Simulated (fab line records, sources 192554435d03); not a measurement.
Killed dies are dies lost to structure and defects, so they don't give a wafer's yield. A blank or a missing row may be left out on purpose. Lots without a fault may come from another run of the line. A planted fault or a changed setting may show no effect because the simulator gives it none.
Split-lot experiment | flow n5_finfet | 7 lots, 21 wafers read, on a route of 1938 steps

THE SPLIT
At N5_BEOL_M7_COAT_59 (time 60 s, resist thk 100 nm), the setting spin_rpm was moved away from the recipe's 1500 rpm on 6 of the 21 wafers read, by -9.3% to +10.3%. The other wafers ran this setting at the recipe's value.

FROM THE SPLIT TO THE READING: what the file shows between them, 7 steps
- N5_BEOL_M7_COAT_60: time 60 s, resist thk 35 nm
- N5_BEOL_M7_COAT_05: resist thk 90 nm
- N5_BEOL_M7_DESCUM_16: chemistry O2, time 7.9 s
- N5_BEOL_M7_ETCH_61: etches SiARC in CF4, target depth 45.5 nm, time 75.8 s
- N5_BEOL_M7_ETCH_62: etches SOC in N2/H2, target depth 110 nm, overetch 22 nm, time 165 s
- N5_BEOL_M7_STRIP_68: strips in N2/H2
- N5_BEOL_M7_STRIP_67: strips in CF4

THE READING
SOC_of_BEOL_M7_COAT_59.thk_nm (the simulator's own value, which no gauge read), in nm, at N5_BEOL_M7_HM_OPEN_17 (chemistry Cl2/BCl3, target TiN, target depth 20 nm, overetch 6 nm). The file gives no usual value for it. The 15 wafers here that ran the recipe average 91.7 nm, standard deviation 0.24 nm.

wafer  | tool, chamber at the split | spin_rpm as run, rpm | against the recipe | SOC_of_BEOL_M7_COAT_59.thk_nm, nm | against lot-mates on the recipe
L081.1 | litho_track-03, 0          | 1500                 | recipe             | 92                                | -
L081.2 | litho_track-03, 0          | 1360                 | -9.3%              | 96.8                              | +4.9
L081.3 | litho_track-03, 0          | 1500                 | recipe             | 91.8                              | -
L082.2 | litho_track-01, 0          | 1500                 | recipe             | 91.6                              | -
L082.4 | litho_track-01, 0          | 1500                 | recipe             | 91.8                              | -
L082.6 | litho_track-01, 0          | 1500                 | recipe             | 92                                | -
L083.3 | litho_track-03, 0          | 1500                 | recipe             | 91.6                              | -
L083.6 | litho_track-03, 0          | 1500                 | recipe             | 91.6                              | -
L083.4 | litho_track-03, 0          | 1500                 | recipe             | 91.4                              | -
L087.1 | litho_track-03, 0          | 1428                 | -4.8%              | 94.4                              | +2.6
L087.2 | litho_track-03, 0          | 1428                 | -4.8%              | 94.6                              | +2.8
L087.3 | litho_track-03, 0          | 1500                 | recipe             | 91.8                              | -
L088.1 | litho_track-02, 0          | 1500                 | recipe             | 91.8                              | -
L088.4 | litho_track-02, 0          | 1500                 | recipe             | 92                                | -
L088.6 | litho_track-02, 0          | 1500                 | recipe             | 91.6                              | -
L086.1 | litho_track-03, 0          | 1654                 | +10.3%             | 86.2                              | -5.0
L086.2 | litho_track-03, 0          | 1654                 | +10.3%             | 87.6                              | -3.6
L086.3 | litho_track-03, 0          | 1500                 | recipe             | 91.2                              | -
L090.2 | litho_track-03, 0          | 1500                 | recipe             | 91.4                              | -
L090.4 | litho_track-03, 0          | 1500                 | recipe             | 91.4                              | -
L090.6 | litho_track-03, 0          | 1629                 | +8.6%              | 86.8                              | -4.6

THE FIT
A straight line over all 21 wafers: SOC_of_BEOL_M7_COAT_59.thk_nm changes by -0.516 nm for each +1% of spin_rpm; r = -0.99; the points scatter about the line by 0.39 nm.
The same after taking each lot's own level away (the mean of its wafers on the recipe; 21 wafers): -0.48 nm for each +1%; r = -0.99; scatter 0.36 nm.
On that fit, the largest move of spin_rpm shifts the reading by 4.9 nm.
The lots' own levels span 91.20 to 91.90 nm, that is 2.9 times the standard deviation above.
So the lot-to-lot level changes the slope little: the two slopes agree.
Check: with one of the wafers moved furthest among these (+10.3%) left out of the fit, the line predicts -4.76 nm for it against its lot-mates. It came out at -5 nm against them.

OTHER SPLITS ON THESE WAFERS
These wafers also went through other splits before the reading. Each is held against what the fit with the lots' levels taken away leaves over:
other split on the same wafers | wafers away from the commonest value | r with SOC_of_BEOL_M7_COAT_59.thk_nm (lot level and that fit taken away)
N5_BEOL_M5_EXPOSE_08 dose_mj   | 7                                    | -0.37
N5_BEOL_M5_ETCH_62 source_w    | 6                                    | +0.38
N5_BEOL_M6_COAT_60 spin_rpm    | 7                                    | -0.33
N5_BEOL_M6_ETCH_61 bias_w      | 7                                    | +0.14
N5_BEOL_M7_ILD_DEP_00 time_s   | 9                                    | +0.36

THE WHOLE CHAIN: every reading that the file lists as answering this split, in the file's order
step                  | what it does                                                         | reading                                                                        | change (the file's fit)               | r (the file's)
N5_BEOL_M7_COAT_59    | time 60 s, resist thk 100 nm                                         | SOC_of_BEOL_M7_COAT_59.thk_nm (the simulator's own value, which no gauge read) | -0.502 nm for each +1% of the setting | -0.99
N5_BEOL_M7_ETCH_62    | etches SOC in N2/H2, target depth 110 nm, overetch 22 nm, time 165 s | etch.depth_nm (the simulator's own value, which no gauge read)                 | -0.507 nm for each +1% of the setting | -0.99
N5_BEOL_M7_HM_OPEN_17 | chemistry Cl2/BCl3, target TiN, target depth 20 nm, overetch 6 nm    | SOC_of_BEOL_M7_COAT_59.thk_nm (the simulator's own value, which no gauge read) | -0.492 nm for each +1% of the setting | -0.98

THE FILE'S OWN FIT
SOC_of_BEOL_M7_COAT_59.thk_nm changes by -0.492 nm for each +1% of spin_rpm, r = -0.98.
